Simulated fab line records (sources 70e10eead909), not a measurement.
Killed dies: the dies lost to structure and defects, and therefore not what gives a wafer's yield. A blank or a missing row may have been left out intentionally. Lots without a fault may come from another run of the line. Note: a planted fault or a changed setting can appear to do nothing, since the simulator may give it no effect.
Chamber matching :: flow nand_harc :: NHARC_P_M1_CMP_23 on cmp-01: 4 sister chambers
The step polishes, t overpolish 20 s, target thk 157.82 nm. 20 wafers are shown with their chamber, then 10 later ones without.

## WAFERS PAIRED WITH THEIR CHAMBERS
wafer: L075.1
chamber: 3
motor_current_A (A): 11.3
time_to_endpoint_s (s): 29.8

wafer: L075.2
chamber: 0
motor_current_A (A): 12.2
time_to_endpoint_s (s): 28.8

wafer: L075.4
chamber: 1
motor_current_A (A): 11.4
time_to_endpoint_s (s): 31.1

wafer: L079.3
chamber: 2
motor_current_A (A): 13.2
time_to_endpoint_s (s): 29.6

wafer: L079.5
chamber: 1
motor_current_A (A): 10.8
time_to_endpoint_s (s): 25.3

wafer: L079.6
chamber: 2
motor_current_A (A): 13.1
time_to_endpoint_s (s): 29.4

wafer: L078.2
chamber: 1
motor_current_A (A): 11.0
time_to_endpoint_s (s): 27.6

wafer: L078.4
chamber: 2
motor_current_A (A): 12.8
time_to_endpoint_s (s): 29.1

wafer: L078.5
chamber: 2
motor_current_A (A): 13.5
time_to_endpoint_s (s): 27.6

wafer: L077.3
chamber: 2
motor_current_A (A): 12.9
time_to_endpoint_s (s): 31.4

wafer: L077.5
chamber: 0
motor_current_A (A): 12.2
time_to_endpoint_s (s): 29.1

wafer: L077.6
chamber: 3
motor_current_A (A): 10.7
time_to_endpoint_s (s): 29.4

wafer: L080.1
chamber: 1
motor_current_A (A): 11.0
time_to_endpoint_s (s): 27.0

wafer: L080.3
chamber: 0
motor_current_A (A): 11.6
time_to_endpoint_s (s): 20.4

wafer: L080.5
chamber: 0
motor_current_A (A): 11.5
time_to_endpoint_s (s): 21.4

wafer: L087.1
chamber: 2
motor_current_A (A): 13.2
time_to_endpoint_s (s): 33.0

wafer: L087.2
chamber: 0
motor_current_A (A): 11.9
time_to_endpoint_s (s): 30.0

wafer: L087.4
chamber: 3
motor_current_A (A): 11.6
time_to_endpoint_s (s): 30.9

wafer: L088.1
chamber: 2
motor_current_A (A): 13.3
time_to_endpoint_s (s): 28.6

wafer: L088.5
chamber: 1
motor_current_A (A): 11.6
time_to_endpoint_s (s): 29.3

SIGNATURES (means of the wafers above)
reading: motor_current_A
chamber 0: 11.880
chamber 1: 11.160
chamber 2: 13.143
chamber 3: 11.200
scatter within a chamber: 0.318

reading: time_to_endpoint_s
chamber 0: 25.940
chamber 1: 28.060
chamber 2: 29.814
chamber 3: 30.033
scatter within a chamber: 2.81
Rule: a wafer lies at a distance from a chamber equal to the root of the sum of squares, over the readings, of (its reading less the chamber's mean, divided by the reading's scatter). If the next closest chamber is less than 2 further off than the closest, the wafer can't be placed; otherwise it belongs to the closest. The scatter is the square root of a quotient: the sum, over the shown wafers, of each reading's squared deviation from its chamber's mean, divided by wafers minus chambers.

## WAFERS MISSING THEIR CHAMBER
wafer: L088.6
motor_current_A (A): 12.0
time_to_endpoint_s (s): 27.0

wafer: L090.3
motor_current_A (A): 11.5
time_to_endpoint_s (s): 31.4

wafer: L090.4
motor_current_A (A): 13.3
time_to_endpoint_s (s): 30.4

wafer: L090.6
motor_current_A (A): 11.2
time_to_endpoint_s (s): 28.3

wafer: L092.3
motor_current_A (A): 11.2
time_to_endpoint_s (s): 25.7

wafer: L092.4
motor_current_A (A): 12.3
time_to_endpoint_s (s): 25.2

wafer: L092.5
motor_current_A (A): 11.4
time_to_endpoint_s (s): 25.3

wafer: L095.2
motor_current_A (A): 11.2
time_to_endpoint_s (s): 31.5

wafer: L095.5
motor_current_A (A): 13.4
time_to_endpoint_s (s): 32.6

wafer: L095.6
motor_current_A (A): 11.0
time_to_endpoint_s (s): 29.5

## THE CHAMBER EACH PASSED THROUGH
wafer: L088.6
from the rows above: 0
in truth: 0

wafer: L090.3
from the rows above: can't be placed: 3 or 1 or 0
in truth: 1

wafer: L090.4
from the rows above: 2
in truth: 2

wafer: L090.6
from the rows above: can't be placed: 1 or 3
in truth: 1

wafer: L092.3
from the rows above: can't be placed: 1 or 3 or 0
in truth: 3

wafer: L092.4
from the rows above: can't be placed: 0 or 2
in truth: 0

wafer: L092.5
from the rows above: can't be placed: 1 or 0 or 3
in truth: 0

wafer: L095.2
from the rows above: can't be placed: 3 or 1
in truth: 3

wafer: L095.5
from the rows above: 2
in truth: 2

wafer: L095.6
from the rows above: can't be placed: 3 or 1
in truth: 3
Correct placement for 3 of the 10. Can't be placed from these rows: 7 (the true chamber is among the candidates in 7). Number placed wrongly: 0.
